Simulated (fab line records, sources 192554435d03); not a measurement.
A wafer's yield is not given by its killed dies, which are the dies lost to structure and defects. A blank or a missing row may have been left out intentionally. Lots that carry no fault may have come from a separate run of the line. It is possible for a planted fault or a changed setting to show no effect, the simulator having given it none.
fab line records + flow n5Finfet
record:
- lots: 4
- wafers: 12
- lastDay: 16
route steps=1938 shown FIN_SAQP@90 BEOL_M4@1111 PASSIVATION@1936
lots untouched by any fault: they come from a run of this same line in which no faults occurred
startH: hours from the record's first day to the start of the lot's first wafer shown + waitH: hours from the lot's prior step to this one + " same as the row above + L1.1+2: a single row standing in for several wafers + - value missing, or start not given + * or withheld: withheld + < > ~ a bound
route shown NAME@n: a module of which the file shows steps, and the number in the route of the first + usual: mean/standard deviation of fault-free wafers + same: alike in all rows + chamber/n: place in a boat + sites: readings site by site + _std_site: the values' standard deviation + _edge_site: outer sites' mean less inner sites' + radiusMm: for every site, how far away it sits from the centre of the wafer + mask NAME#n: copy n + behind: the last tool/chamber to shape the wafer + hold: what put the lot on hold/how long, in hours/how the hold closed + device: names the non-switching transistor (n, p or np) + end of line: the route-end tests of the same wafers + a step given without rows: its recipe and nothing more + killed: count of dies lost to structure and defects at first sort (not the wafer's yield) + map: the dies of a wafer, with x for killed, . for not killed, _ for no die there
set.NAME: the setting the step ran with; set.NAME@STEP: the setting that earlier step ran with + model.NAME: the simulator's own value behind a step, which no gauge read
lots seen at some steps along the route; tables by step, rows by wafer
services: the hour from which a tool's chamber was out of use, counted from the record's first day as startH (under 0 if before that day), plus the number of hours and why
== steps ==
step: N5_FIN_SAQP_PRECLEAN_42
recipe:
- chemistry: O3/DIW
- timeS: 60
- tempC: 22
- o3Ppm: 10
step: N5_FIN_SAQP_PRECLEAN_00
recipe:
- chemistry: SC1
- timeS: 60
- tempC: 55
- mix: 1:2:50
step: N5_FIN_SAQP_PRECLEAN_44
recipe:
- chemistry: SC2
- timeS: 45
- tempC: 35
- mix: 1:1:50
step: N5_FIN_SAQP_SRD_01
recipe:
- dry: ipaMarangoni
- timeS: 30
- tempC: 23
- rinseLiquid: diw
step: N5_FIN_SAQP_ALD_61
recipe:
- material: SiO2
- targetThkA: 40
- tempC: 300
- aldPrecursorFamily: BDEAS
- aldCoReactant: O2-plasma
- pulseTimeS: 1
- purgeTimeS: 2
- coReactantPurgeTimeS: 2
- aldCycles: 43
- pressureTorr: 2
step: N5_FIN_SAQP_DENSIFY_62
recipe:
- tempC: 700
- timeS: 60
- ambient: N2
- idleTempC: 600
- rampUpCPerS: 150
- rampDownCPerS: 60
- coolToC: 600
step: N5_FIN_SAQP_HM_DEP_03
recipe:
- material: SiNx
- targetThkA: 380
- tempC: 400
- precursor: SiH4/NH3/N2
- pressureTorr: 1.5
- rfW: 300
- timeS: 33.6
step: N5_FIN_SAQP_PECVD_47
recipe:
- material: a-Si
- targetThkA: 450
- tempC: 400
- precursor: SiH4/He
- pressureTorr: 3
- rfW: 100
- timeS: 36.3
step: N5_FIN_SAQP_PECVD_48
recipe:
- material: SiNx
- targetThkA: 250
- tempC: 400
- precursor: SiH4/NH3/N2
- pressureTorr: 1.5
- rfW: 300
- timeS: 22.1
step: N5_FIN_SAQP_PECVD_06
recipe:
- material: a-Si
- targetThkA: 600
- tempC: 400
- precursor: SiH4/He
- pressureTorr: 3
- rfW: 100
- timeS: 48.1
step: N5_FIN_SAQP_HM_DEP_72
recipe:
- material: SiO2
- targetThkA: 120
- tempC: 400
- precursor: SiH4/N2O
- pressureTorr: 0.75
- rfW: 275
- timeS: 7.2
usual:
- heaterPowerW: 772/120
- showerheadPlenumPTorr: 8.08/0.13
| lot.wafer | tool     | chamber | startH | waitH | heaterPowerW | showerheadPlenumPTorr | model.SiO2_of_FIN_SAQP_HM_DEP_72.thkNm |
|-----------|----------|---------|--------|-------|--------------|-----------------------|----------------------------------------|
| L869.2    | pecvd-01 | 2       | 47.28  | 0.0   | 1047         | 8.01                  | 11.78                                  |
| L869.3    | "        | 1       | "      | "     | 863          | 7.89                  | 11.93                                  |
| L869.4    | "        | 2       | "      | "     | 1056         | 8.01                  | 12.01                                  |
| L874.1    | pecvd-01 | 0       | 75.79  | 0.0   | 680          | 7.98                  | 10.14                                  |
| L874.3    | "        | 1       | "      | "     | 793          | 7.91                  | 10.18                                  |
| L874.5    | "        | 0       | "      | "     | 692          | 7.99                  | 12.04                                  |
| L877.1    | pecvd-01 | 1       | 94.60  | 0.0   | 764          | 7.90                  | 10.04                                  |
| L877.4    | "        | 1       | "      | "     | 780          | 7.87                  | 11.65                                  |
| L877.6    | "        | 2       | "      | "     | 1120         | 8.01                  | 11.98                                  |
| L884.2    | pecvd-04 | 0       | 135.83 | 0.0   | 783          | 8.02                  | 11.92                                  |
| L884.3    | "        | 1       | "      | "     | 684          | 8.19                  | 11.78                                  |
| L884.5    | "        | 1       | "      | "     | 684          | 8.20                  | 11.92                                  |
step: N5_FIN_SAQP_COAT_49
recipe:
- resist: SOC
- tempC: 250
- timeS: 60
- spinRpm: 1500
- resistThkNm: 100
step: N5_FIN_SAQP_COAT_50
recipe:
- resist: SiARC
- tempC: 220
- timeS: 60
- spinRpm: 1500
- resistThkNm: 35
step: N5_FIN_SAQP_COAT_10
recipe:
- resist: CAR-ArF
- spinRpm: 1500
- resistThkNm: 90
step: N5_FIN_SAQP_EBR_12
recipe:
- solvent: PGMEA
- ebrWidthMm: 1.5
step: N5_FIN_SAQP_SOFTBAKE_11
recipe:
- tempC: 110
- timeS: 60
- resist: CAR-ArF
step: N5_FIN_SAQP_EXPOSE_13
recipe:
- maskId: FIN_CORE
- na: 1.35
- sourceShape: dipole
- sigmaInner: 0.538
- sigmaOuter: 0.738
- polarization: te
- targetCdNm: 35.6
- doseMj: 63.25
step: N5_FIN_SAQP_PEB_14
recipe:
- pebTempC: withheld
- pebTimeS: 60
- resist: CAR-ArF
step: N5_FIN_SAQP_DEVELOP_15
recipe:
- developTimeS: 30
- developer: TMAH
- resist: CAR-ArF
- devTempC: 23
- rinseLiquid: diw
- dry: airSpin
step: N5_FIN_SAQP_DESCUM_21
recipe:
- chemistry: O2
- timeS: 7.9
- sourcePowerW: 50
- biasPowerW: 20
- pressureMtorr: 20
- rfFrequencyHz: 2.712e+07
- tempC: 40
- resist: CAR-ArF
- o2FlowSccm: 225
step: N5_FIN_SAQP_ETCH_51
recipe:
- chemistry: CF4
- target: SiARC
- targetDepthA: 455
- maskMaterial: CAR-ArF
- timeS: 75.8
- ionEnergyEv: 80
- pressureMtorr: 40
- sourceW: 545
- biasW: 36
- Ar_flow_sccm: 100
- cf4FlowSccm: 100
- ends: cleared
step: N5_FIN_SAQP_ETCH_52
recipe:
- chemistry: N2/H2
- target: SOC
- targetDepthA: 1000
- overetchA: 200
- maskMaterial: SiARC
- tempC: 40
- timeS: 150
- ionEnergyEv: 200
- pressureMtorr: 30
- sourceW: 840
- biasW: 150
- n2FlowSccm: 200
- h2FlowSccm: 200
- ends: endPoint
step: N5_FIN_SAQP_STRIP_53
recipe:
- chemistry: N2/H2
- tempC: 40
- n2FlowSccm: 200
- h2FlowSccm: 200
- rfFrequencyHz: 6e+07
step: N5_FIN_SAQP_HM_OPEN_73
recipe:
- chemistry: CHF3/O2
- target: SiO2
- stopOn: a-Si
- targetDepthA: 120
- overEtchFrac: 1.8
- maskMaterial: SOC
- timeS: 16.8
- pressureMtorr: 30
- sourceW: 650
- biasW: 170
- Ar_flow_sccm: 200
- CHF3_flow_sccm: 50
- O2_flow_sccm: 5
- ionEnergyEv: 200
- ends: endPoint
usual:
- drypumpMotorCurrentA: 5.7/0.4
- oesProductAu: 0.46/0.048
- rfVppV: 518/10
- showerheadPlenumPTorr: 2.37/0.076
- throttleValvePct: 18.75/0.24
| lot.wafer | tool       | chamber | startH | waitH | drypumpMotorCurrentA | oesProductAu | rfHoursCounterH | rfVppV | showerheadPlenumPTorr | throttleValvePct | model.etch.depthNm |
|-----------|------------|---------|--------|-------|----------------------|--------------|-----------------|--------|-----------------------|------------------|--------------------|
| L869.2    | rieDiel-04 | 2       | 48.08  | 0.0   | 5.8                  | 0.46         | 133             | 512    | 2.50                  | 18.84            | 11.78              |
| L869.3    | "          | 3       | "      | "     | 5.4                  | 0.42         | 248             | 519    | 2.39                  | 18.88            | 11.93              |
| L869.4    | "          | 0       | "      | "     | 5.6                  | 0.43         | 190             | 513    | 2.32                  | 18.70            | 12.01              |
| L874.1    | rieDiel-05 | 0       | 76.53  | 0.0   | 5.7                  | 0.40         | 203             | 531    | 2.30                  | 18.99            | 10.14              |
| L874.3    | "          | 2       | "      | "     | 5.1                  | 0.42         | 174             | 520    | 2.52                  | 18.76            | 10.18              |
| L874.5    | "          | 3       | "      | "     | 5.6                  | 0.41         | -               | 505    | 2.40                  | 19.16            | 12.04              |
| L877.1    | rieDiel-04 | 0       | 95.22  | 0.0   | 5.6                  | 0.40         | 211             | 513    | 2.31                  | 18.74            | 10.04              |
| L877.4    | "          | 2       | "      | "     | 5.8                  | 0.44         | 154             | 511    | 2.49                  | 18.87            | 11.65              |
| L877.6    | "          | 1       | "      | "     | 5.2                  | 0.44         | -               | 517    | 2.30                  | 18.40            | 11.98              |
| L884.2    | rieDiel-05 | 1       | 136.57 | 0.0   | 6.1                  | 0.53         | 27              | 516    | 2.38                  | 18.54            | 11.92              |
| L884.3    | "          | 2       | "      | "     | 5.1                  | 0.44         | 190             | 520    | 2.52                  | 18.78            | 11.78              |
| L884.5    | "          | 0       | "      | "     | 5.7                  | 0.41         | -               | 531    | 2.29                  | 19.04            | 11.92              |
step: N5_FIN_SAQP_STRIP_74
recipe:
- chemistry: CHF3/O2
- resist: SiARC
- rfFrequencyHz: 6e+07
step: N5_BEOL_M4_RC_MEAS_101
usual:
- DIBL_N: 36.0/2.5
- DIBL_P: 36.7/3
- IOFF_N: 0.16/0.043
- IOFF_P: 0.21/0.049
- ION_N: 673/15
- ION_P: 461/9.8
- SS_N: 71.5/0.83
- SS_P: 73.4/0.83
- VT_N: 250/4
- VT_P: -251/4
| lot.wafer | tool      | chamber | startH | waitH | DIBL_N[mV/V] | DIBL_P[mV/V] | IOFF_N[nA/um] | IOFF_P[nA/um] | ION_N[uA/um] | ION_P[uA/um] | SS_N[mV/dec] | SS_P[mV/dec] | VT_N[mV] | VT_P[mV] |
|-----------|-----------|---------|--------|-------|--------------|--------------|---------------|---------------|--------------|--------------|--------------|--------------|----------|----------|
| L869.2    | prober-01 | 0       | 187.02 | 0.2   | 36.6         | 39.1         | 0.19          | 0.27          | 695          | 485          | 73.0         | 73.5         | 244      | -246     |
| L869.3    | "         | 0       | "      | "     | 36.0         | 37.3         | 0.18          | 0.23          | 680          | 470          | 71.8         | 73.0         | 248      | -248     |
| L869.4    | "         | 0       | "      | "     | 34.8         | 33.7         | 0.13          | 0.17          | 652          | 455          | 72.1         | 72.7         | 254      | -251     |
| L874.1    | prober-01 | 0       | 218.09 | 0.0   | 34.3         | 36.4         | 0.15          | 0.18          | 674          | 454          | 71.6         | 73.0         | 250      | -254     |
| L874.3    | "         | 0       | "      | "     | 32.8         | 33.3         | 0.11          | 0.14          | 651          | 447          | 70.3         | 73.1         | 253      | -252     |
| L874.5    | "         | 0       | "      | "     | 34.3         | 35.7         | 0.14          | 0.17          | 658          | 453          | 71.0         | 73.5         | 251      | -254     |
| L877.1    | prober-02 | 0       | 237.10 | 0.0   | 33.9         | 30.8         | 0.12          | 0.19          | 673          | 472          | 70.8         | 72.6         | 253      | -249     |
| L877.4    | "         | 0       | "      | "     | 35.0         | 32.6         | 0.14          | 0.21          | 681          | 476          | 71.3         | 71.9         | 251      | -246     |
| L877.6    | "         | 0       | "      | "     | 36.0         | 34.2         | 0.14          | 0.22          | 673          | 465          | 71.1         | 73.1         | 250      | -248     |
| L884.2    | prober-02 | 0       | 288.42 | 0.2   | 33.4         | 34.1         | 0.10          | 0.14          | 640          | 445          | 70.4         | 73.1         | 257      | -256     |
| L884.3    | "         | 0       | "      | "     | 40.5         | 42.6         | 0.25          | 0.28          | 683          | 463          | 72.7         | 75.8         | 248      | -250     |
| L884.5    | "         | 0       | "      | "     | 37.1         | 39.3         | 0.18          | 0.23          | 681          | 462          | 72.0         | 74.0         | 248      | -252     |
step: N5_PASSIVATION_PROBE_49
usual:
- defectLimitedYield: 91.1/1.5
- killed_at_M0_to_M3: 37/11
- killed_at_M4_up: 13/5.6
- killedAtContacts: 12/5.6
- killedAtFrontEnd: 39/11
- killedAtOther: 4/3.1
- killedDies: 105/18
- killedOnRim: 14/3.8
- killedOpen: 69/13
- killedShort: 35/7.4
- sort_bin_5_function: 5.1/0.92
- sort_bin_6_memory: 3.4/0.76
- sortNPass: 1075/18
- sortYieldPct: 91.1/1.5
same:
- grossDies: 1180
- killedAtBackSide: 0
- sort_bin_4_leakage[%]: 0
- sort_bin_8_speed[%]: 0
| lot.wafer | tool      | chamber | startH | waitH | defectLimitedYield[%] | killed_at_M0_to_M3 | killed_at_M4_up | killedAtContacts | killedAtFrontEnd | killedAtOther | killedDies | killedOnRim | killedOpen | killedShort | sort_bin_5_function[%] | sort_bin_6_memory[%] | sortNPass | sortYieldPct[%] |
|-----------|-----------|---------|--------|-------|-----------------------|--------------------|-----------------|------------------|------------------|---------------|------------|-------------|------------|-------------|------------------------|----------------------|-----------|-----------------|
| L869.2    | prober-02 | -       | 290.63 | 0.1   | 93.0                  | 40                 | 5               | 13               | 20               | 5             | 83         | 13          | 52         | 31          | 4.2                    | 2.6                  | 1097      | 93.0            |
| L869.3    | prober-02 | -       | 290.68 | 0.1   | 88.7                  | 53                 | 18              | 16               | 41               | 5             | 133        | 15          | 82         | 49          | 6.7                    | 4.1                  | 1047      | 88.7            |
| L869.4    | prober-02 | -       | 290.73 | 0.2   | 92.0                  | 39                 | 8               | 11               | 33               | 3             | 94         | 13          | 51         | 34          | 4.3                    | 2.5                  | 1086      | 92.0            |
| L874.1    | prober-01 | -       | 315.84 | 0.0   | 91.4                  | 40                 | 5               | 13               | 34               | 9             | 101        | 17          | 71         | 30          | 4.6                    | 3.6                  | 1079      | 91.4            |
| L874.3    | prober-01 | -       | 315.94 | 0.1   | 89.2                  | 61                 | 9               | 7                | 46               | 5             | 128        | 15          | 69         | 58          | 6.6                    | 3.6                  | 1052      | 89.2            |
| L874.5    | prober-01 | -       | 316.04 | 0.2   | 90.1                  | 44                 | 6               | 14               | 48               | 5             | 117        | 17          | 68         | 48          | 6.2                    | 3.5                  | 1063      | 90.1            |
| L877.1    | prober-01 | -       | 344.19 | 0.0   | 93.5                  | 30                 | 6               | 3                | 24               | 14            | 77         | 6           | 44         | 32          | 3.8                    | 2.5                  | 1103      | 93.5            |
| L877.4    | prober-01 | -       | 344.34 | 0.2   | 93.1                  | 34                 | 3               | 14               | 25               | 5             | 81         | 7           | 55         | 24          | 3.5                    | 3.2                  | 1099      | 93.1            |
| L877.6    | prober-01 | -       | 344.44 | 0.3   | 94.2                  | 28                 | 8               | 4                | 26               | 3             | 69         | 10          | 43         | 24          | 3.6                    | 2.1                  | 1111      | 94.2            |
| L884.2    | prober-02 | -       | 391.87 | 0.1   | 90.0                  | 47                 | 17              | 24               | 29               | 1             | 118        | 16          | 72         | 45          | 6.1                    | 3.6                  | 1062      | 90.0            |
| L884.3    | prober-02 | -       | 391.92 | 0.1   | 91.9                  | 29                 | 8               | 11               | 45               | 3             | 96         | 13          | 70         | 25          | 3.9                    | 3.8                  | 1084      | 91.9            |
| L884.5    | prober-02 | -       | 392.02 | 0.2   | 90.3                  | 48                 | 16              | 3                | 44               | 4             | 115        | 12          | 78         | 37          | 5.5                    | 4.0                  | 1065      | 90.3            |
killed by level:class
L869.2 MOL_CONTACT_COAG:geometricParticle:open=11 BEOL_M0_SAQP:geometricParticle:open=7 BEOL_M1:geometricParticle:open=6 BEOL_M0_SAQP:geometricParticle:short=6 BEOL_M2:geometricParticle:open=5 BEOL_M3:geometricParticle:open=4 FIN_SAQP:geometricParticle:open=3 ILD0:geometricParticle:short=3
L869.3 BEOL_M0_SAQP:geometricParticle:short=15 MOL_CONTACT_COAG:geometricParticle:open=13 BEOL_M0_SAQP:geometricParticle:open=13 BEOL_M4:geometricParticle:open=12 FIN_SAQP:geometricParticle:open=9 BEOL_M1:geometricParticle:open=9 FIN_SAQP:geometricParticle:short=7 BEOL_M1:geometricParticle:short=7
L869.4 BEOL_M0_SAQP:geometricParticle:short=12 MOL_CONTACT_COAG:geometricParticle:open=9 HKMG_FIN:areaEtch=9 BEOL_M1:geometricParticle:open=8 ILD0:geometricParticle:short=6 BEOL_M0_SAQP:geometricParticle:open=6 BEOL_M4:geometricParticle:open=6 FIN_SAQP:geometricParticle:open=4
L874.1 FIN_SAQP:geometricParticle:open=13 MOL_CONTACT_COAG:geometricParticle:open=13 BEOL_M0_SAQP:geometricParticle:open=10 FIN_SAQP:geometricParticle:short=8 BEOL_M0_SAQP:geometricParticle:short=7 BEOL_M2:geometricParticle:open=6 BEOL_M1:geometricParticle:open=5 STI_FIN_REVEAL:geometricParticle:open=4
L874.3 FIN_SAQP:geometricParticle:short=15 BEOL_M0_SAQP:geometricParticle:short=13 BEOL_M0_SAQP:geometricParticle:open=12 BEOL_M2:geometricParticle:open=11 BEOL_M2:geometricParticle:short=11 FIN_SAQP:geometricParticle:open=8 STI_FIN_REVEAL:geometricParticle:open=8 BEOL_M3:geometricParticle:open=6
L874.5 FIN_SAQP:geometricParticle:short=12 MOL_CONTACT_COAG:geometricParticle:open=12 BEOL_M2:geometricParticle:open=10 STI_FIN_REVEAL:geometricParticle:open=8 BEOL_M0_SAQP:geometricParticle:short=8 BEOL_M0_SAQP:geometricParticle:open=7 FIN_SAQP:geometricParticle:open=6 BEOL_M0:geometricParticle:open=6
L877.1 BEOL_M2:geometricParticle:open=14 PASS1_CAP:geometricParticle:short=8 GATE_CUT:geometricParticle:short=5 BEOL_M3:geometricParticle:open=5 GATE_CUT:geometricParticle:open=4 BEOL_M0_SAQP:geometricParticle:open=4 ILD0:geometricParticle:short=3 MOL_CONTACT_COAG:geometricParticle:open=3
L877.4 MOL_CONTACT_COAG:geometricParticle:open=11 BEOL_M2:geometricParticle:open=11 BEOL_M1:geometricParticle:open=7 DUMMY_GATE:geometricParticle:open=6 BEOL_M0_SAQP:geometricParticle:short=5 FIN_SAQP:geometricParticle:short=4 GATE_CUT:geometricParticle:short=4 STI_FIN_REVEAL:geometricParticle:open=3
L877.6 BEOL_M0_SAQP:geometricParticle:open=6 BEOL_M2:geometricParticle:open=6 STARTING-WAFER:geometricParticle:short=5 ILD0:geometricParticle:short=4 GATE_CUT:geometricParticle:short=4 MOL_CONTACT_COAG:geometricParticle:open=4 BEOL_M0_SAQP:geometricParticle:short=4 BEOL_M0:geometricParticle:open=4
L884.2 MOL_CONTACT_COAG:geometricParticle:open=23 BEOL_M0_SAQP:geometricParticle:short=10 BEOL_M3:geometricParticle:open=8 GATE_CUT:geometricParticle:short=7 BEOL_M2:geometricParticle:open=7 BEOL_M2:geometricParticle:short=6 BEOL_M4:geometricParticle:open=6 BEOL_M1:geometricParticle:open=5
L884.3 FIN_SAQP:geometricParticle:open=12 BEOL_M3:geometricParticle:open=12 MOL_CONTACT_COAG:geometricParticle:open=9 STI_FIN_REVEAL:geometricParticle:open=7 DUMMY_GATE:geometricParticle:open=5 GATE_CUT:geometricParticle:open=5 BEOL_M1:geometricParticle:open=4 GATE_CUT:geometricParticle:short=3
L884.5 BEOL_M2:geometricParticle:open=13 FIN_SAQP:geometricParticle:open=10 BEOL_M4:geometricParticle:open=10 STI_FIN_REVEAL:geometricParticle:open=7 BEOL_M0_SAQP:geometricParticle:open=7 GATE_CUT:geometricParticle:short=6 BEOL_M1:geometricParticle:open=6 DUMMY_GATE:geometricParticle:open=5
== services ==
| tool       | chamber | startH | hours | kind                        |
|------------|---------|--------|-------|-----------------------------|
| rieDiel-04 | -       | 29.97  | 0.6   | repair                      |
| rieDiel-05 | 1       | 31.04  | -     | clean                       |
| rieDiel-05 | 1       | 31.04  | -     | consumableReplace:focusRing |
| rieDiel-05 | 1       | 31.04  | 33.0  | scheduledDown               |
| rieDiel-05 | 1       | 31.04  | 33.0  | ventCycle                   |
| pecvd-04   | 2       | 41.72  | 6.6   | repair                      |
| rieDiel-05 | 3       | 46.35  | 2.7   | repair                      |
| pecvd-04   | 0       | 52.84  | 12.6  | repair                      |
| rieDiel-04 | 3       | 53.98  | -     | clean                       |
| rieDiel-04 | 3       | 53.98  | -     | consumableReplace:focusRing |
| rieDiel-04 | 3       | 53.98  | 30.0  | scheduledDown               |
| rieDiel-04 | 3       | 53.98  | 30.0  | ventCycle                   |
| rieDiel-05 | 2       | 59.86  | 3.2   | repair                      |
| rieDiel-05 | -       | 63.26  | 0.9   | repair                      |
| pecvd-04   | -       | 85.19  | 0.5   | repair                      |
| rieDiel-05 | 2       | 90.55  | 4.2   | repair                      |
| rieDiel-05 | 2       | 112.56 | 7.4   | repair                      |
| pecvd-01   | 2       | 123.34 | 2.1   | scheduledDown               |
| rieDiel-04 | 2       | 130.36 | 10.1  | repair                      |
| rieDiel-05 | 3       | 134.08 | 65.0  | repair                      |
== key ==
firstSign none at tools or gauges
modelEffect:
- step: N5_FIN_SAQP_HM_DEP_72
- value: SiO2_of_FIN_SAQP_HM_DEP_72.thkNm
- without: 11.8
- struck: 10.12
modelEffect:
- step: N5_FIN_SAQP_HM_OPEN_73
- value: etch.depthNm
- without: 11.8
- struck: 10.12
metAt N5_FIN_SAQP_HM_DEP_72
struckWafers L874.1,L874.3,L877.1
onsetBetween 47.28 75.79
fault:
- kind: processParameterDrift
- tool: pecvd-01
- chamber: -
- onsetH: 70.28
- steps: N5_FIN_SAQP_HM_DEP_72
- channel: timeS
- offset: *
- shape: step
- endH: 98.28
- scope: struckWafersOnly
- actsIn: *
- stated: *
